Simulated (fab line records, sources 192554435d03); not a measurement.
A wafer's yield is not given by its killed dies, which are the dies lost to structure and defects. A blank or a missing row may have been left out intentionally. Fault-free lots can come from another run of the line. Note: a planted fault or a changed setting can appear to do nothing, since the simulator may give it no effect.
A lot that was struck, set against a sound lot	flow n5-finfet	17 out of 1938 route steps
Sound: the wafers L870.3, L870.4, L870.5. Struck: wafer L881.4. (L881.3, L881.5 of the same lot were not struck and are left out.) The cause comes at the end.
At each step with rows: each side's tool, then ch and its chambers, then its first start. Under that, the readings that differ: sound wafers	struck wafers	difference of the means	sigmas: that difference in standard deviations of wafers without a fault.
alike: words and numbers the same on both sides, and readings whose means are apart by under 2 such deviations; not compared: readings that were withheld, readings missing a value for some wafer, numbers with overlapping values and no deviation given by the record, and bounds like >300 which may hide the same value.
Wherever a step has rows on one side only, a row that says differs or no value, or a row with sigmas, the two part there. Numbers that have no deviation but don't overlap get no sigmas and don't part them. A reading that every wafer of one side lacks parts them only if that side has two wafers or more.

first, 6 steps without rows for these wafers: N5_BEOL_M7_COAT_22 (resist thk 30 nm); N5_BEOL_M7_EBR_24; N5_BEOL_M7_SOFTBAKE_23 (time 60 s); N5_BEOL_M7_EXPOSE_25 (exposes mask V6, target cd 40 nm); N5_BEOL_M7_PEB_26 (peb time 60 s); N5_BEOL_M7_DEVELOP_27 (develop time 30 s).
N5_BEOL_M7_CD_MEAS_28: the cd target is 40 nm.
  sound on cd-sem-02 ch 0, day 11 08:13; struck on cd-sem-01 ch 0, day 15 05:55
  alike: cd-nm
N5_BEOL_M7_OVL_MEAS_29:
  sound on overlay-02 ch 0, day 11 08:15; struck on overlay-01 ch 0, day 15 05:58
  alike: V6_OVL
N5_BEOL_M7_INSPECT_30: inspects for defects (brightfield).
  sound on defect-inspect-01, day 11 08:18; struck on defect-inspect-01, day 15 06:00
  alike: raw-defect-count
N5_BEOL_M7_DESCUM_33: chemistry O2, time 7 s.
  sound on rie-diel-01 ch 1,2,3, day 11 08:26; struck on rie-diel-01 ch 2, day 15 06:02
  alike: drypump-motor-current-A, oes-product-au, rf-vpp-V, showerhead-plenum-p-Torr, throttle-valve-pct
  not compared: rf-hours-counter-h
N5_BEOL_M7_ETCH_72: etches underlayer in N2/H2, target depth 6.5 nm, time 5.2 s.
  sound on rie-diel-01 ch 1,2,3, day 11 08:28; struck on rie-diel-01 ch 2, day 15 06:04
  alike: drypump-motor-current-A, etch-rf-on-time-s, oes-product-au, rf-vpp-V, showerhead-plenum-p-Torr, throttle-valve-pct
  not compared: rf-hours-counter-h
N5_BEOL_M7_ETCH_65: etches SiARC in CF4, target depth 15.6 nm, time 26 s.
  sound on rie-diel-01 ch 1,2,3, day 11 08:29; struck on rie-diel-01 ch 2, day 15 06:05
  alike: drypump-motor-current-A, etch-rf-on-time-s, oes-product-au, rf-vpp-V, showerhead-plenum-p-Torr, throttle-valve-pct
  not compared: rf-hours-counter-h
N5_BEOL_M7_ETCH_66: etches SOC in N2/H2, target depth 80 nm, overetch 16 nm, time 120 s.
  sound on rie-diel-01 ch 1,2,3, day 11 08:31; struck on rie-diel-01 ch 2, day 15 06:07
reading	sound	struck	difference	sigmas
model.SiARC_of_BEOL_M7_COAT_64.thk-nm (nm)	6.4 6.6 6.4	7.8	+1.3	
model.BEOL_M7.cd-nm (nm)	39.6 39.8 39.8	39.4	-0.3	
  alike: drypump-motor-current-A, oes-product-au, rf-vpp-V, showerhead-plenum-p-Torr, throttle-valve-pct
  not compared: rf-hours-counter-h
then, 2 steps without rows for these wafers: N5_BEOL_M7_STRIP_69 (strips in N2/H2); N5_BEOL_M7_STRIP_73 (strips in N2/H2).
N5_BEOL_M7_VIA_ETCH_34: etches SiCOH lowk in C4F6/O2, target depth 125.5 nm, time 50.5 s.
  sound on rie-diel-01 ch 1,2,3, day 11 08:37; struck on rie-diel-01 ch 2, day 15 06:13
reading	sound	struck	difference	sigmas
model.BEOL_M7.cd-nm (nm)	39.6 39.8 39.8	39.4	-0.3	
  alike: drypump-motor-current-A, oes-product-au, rf-vpp-V, showerhead-plenum-p-Torr, throttle-valve-pct
  not compared: rf-hours-counter-h
then, 1 step without rows for these wafers: N5_BEOL_M7_STRIP_76 (strips in C4F6/O2).

WHERE THEY PART
Nowhere in this record.

WHY: whatever the simulator had introduced
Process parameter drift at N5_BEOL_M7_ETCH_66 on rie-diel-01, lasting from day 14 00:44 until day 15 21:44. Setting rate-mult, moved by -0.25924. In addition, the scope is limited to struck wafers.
